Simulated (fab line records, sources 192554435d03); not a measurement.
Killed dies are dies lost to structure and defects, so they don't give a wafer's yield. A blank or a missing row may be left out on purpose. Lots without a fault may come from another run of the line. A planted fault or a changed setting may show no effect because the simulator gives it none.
Which tool did it? | flow n5_finfet | 11 lots, 33 wafers sampled, at 3 steps of a route of 1938

WHAT THE GAUGES READ, wafer by wafer
N5_MIM_BOT_LITHO_CD_MEAS_08: target cd 3000 nm. Usual: cd_nm 3000.0 nm, standard deviation 1.3.
lot  | measured     | on        | cd_nm (nm)           | flag
L363 | day 11 23:00 | cd_sem-02 | 3001.3 3001.8 3001.1 |
L364 | day 12 11:37 | cd_sem-03 | 3000.5 2999.3 3000.6 |
L366 | day 12 11:55 | cd_sem-02 | 3003.0 3002.2 3001.3 |
L368 | day 12 13:37 | cd_sem-01 | 2999.0 2999.5 2998.7 |
L369 | day 13 07:19 | cd_sem-01 | 3001.2 3000.5 3000.2 |
L370 | day 13 17:49 | cd_sem-03 | 2999.9 2998.7 2999.4 |
L372 | day 14 02:31 | cd_sem-01 | 2999.7 2999.1 2999.7 |
L374 | day 14 13:40 | cd_sem-03 | 3000.5 2999.3 3000.0 |
L382 | day 16 10:52 | cd_sem-01 | 2999.3 2998.9 2999.3 |
L385 | day 17 17:17 | cd_sem-02 | 3000.5 2999.9 3000.1 |
L386 | day 17 22:47 | cd_sem-03 | 2998.2 2998.9 2999.2 |

WHICH TOOL RAN EACH LOT (tool, then ch and the chambers of the sampled wafers, then the start)
lot  | N5_GATE_CUT_VAPOR_ETCH_48         | N5_MIM_TOP_ALD_00
L363 | rie_metal-02 ch 0,1, day 4 18:02  | ald_hk-01 ch 1,2,3, day 11 20:52
L364 | rie_metal-01 ch 0,1, day 4 19:52  | ald_hk-01 ch 0,3, day 12 07:12
L366 | rie_metal-01 ch 0,1, day 5 05:41  | ald_hk-03 ch 0,1,3, day 12 07:24
L368 | rie_metal-02 ch 0,1, day 5 19:49  | ald_hk-03 ch 0,2,3, day 12 11:23
L369 | rie_metal-03 ch 0,1, day 6 00:37  | ald_hk-02 ch 0,2,3, day 13 04:55
L370 | rie_metal-02 ch 0,1, day 6 08:26  | ald_hk-02 ch 0,3, day 13 15:44
L372 | rie_metal-02 ch 0, day 6 18:57    | ald_hk-01 ch 0,1,3, day 14 00:34
L374 | rie_metal-02 ch 0,1, day 7 05:56  | ald_hk-01 ch 2,3, day 14 09:13
L382 | rie_metal-03 ch 0,1, day 9 09:54  | ald_hk-01 ch 0,1,2, day 16 06:35
L385 | rie_metal-03 ch 0,1, day 10 05:26 | ald_hk-01 ch 0,3, day 17 15:10
L386 | rie_metal-01 ch 0,1, day 10 05:48 | ald_hk-02 ch 0,2, day 17 20:35
- N5_GATE_CUT_VAPOR_ETCH_48: etches TiN in BCl3/Cl2.
- N5_MIM_TOP_ALD_00: deposits Al2O3, purge time 3 s, co reactant pulse time 3 s.

WHAT THE TOOLS THEMSELVES READ (means of the sampled wafers that have a number; where no wafer has one, the mark that the record gives instead)
N5_GATE_CUT_VAPOR_ETCH_48. Usual: drypump_motor_current_A 5.9 A, standard deviation 0.43; oes_product_au 0.74 a.u., standard deviation 0.084.
lot  | tool         | drypump_motor_current_A (A) | oes_product_au (a.u.) | flag
L363 | rie_metal-02 | 6.2                         | 0.68                  |
L364 | rie_metal-01 | 5.3                         | 0.74                  |
L366 | rie_metal-01 | 5.6                         | 0.72                  |
L368 | rie_metal-02 | 6.2                         | 0.67                  |
L369 | rie_metal-03 | 6.0                         | 0.65                  |
L370 | rie_metal-02 | 6.1                         | 0.67                  |
L372 | rie_metal-02 | 6.0                         | 0.66                  |
L374 | rie_metal-02 | 6.1                         | 0.67                  |
L382 | rie_metal-03 | 6.1                         | 0.84                  |
L385 | rie_metal-03 | 6.0                         | 0.86                  |
L386 | rie_metal-01 | 5.3                         | 0.71                  |

N5_MIM_TOP_ALD_00. Usual: precursor_pulse_height_rel 1.000, standard deviation 0.02.
lot  | tool      | precursor_pulse_height_rel | flag
L363 | ald_hk-01 | 1.014                      |
L364 | ald_hk-01 | 0.994                      |
L366 | ald_hk-03 | 0.998                      |
L368 | ald_hk-03 | 0.977                      |
L369 | ald_hk-02 | 1.001                      |
L370 | ald_hk-02 | 0.996                      |
L372 | ald_hk-01 | 1.002                      |
L374 | ald_hk-01 | 1.009                      |
L382 | ald_hk-01 | 1.026                      |
L385 | ald_hk-01 | 1.003                      |
L386 | ald_hk-02 | 0.997                      |

THE ANSWER, worked out from the rows above alone
Rule: a lot is off if the mean of its wafers that have a number lies more than 3 standard deviations from the usual mean. A lot without any number at a reading at which 4 lots or more have one is off too. The other lots that the step has rows for count as sound. The gauges are gone through in route order, then the tools' own readings, and for those a lot's mean is taken as printed above. The first step at which some lot is off is used, and at that step the reading that is off furthest; a lot without a number counts as furthest.
No lot is off at any reading shown: from this, nothing can be told.

WHAT THE SIMULATOR HAD PUT IN
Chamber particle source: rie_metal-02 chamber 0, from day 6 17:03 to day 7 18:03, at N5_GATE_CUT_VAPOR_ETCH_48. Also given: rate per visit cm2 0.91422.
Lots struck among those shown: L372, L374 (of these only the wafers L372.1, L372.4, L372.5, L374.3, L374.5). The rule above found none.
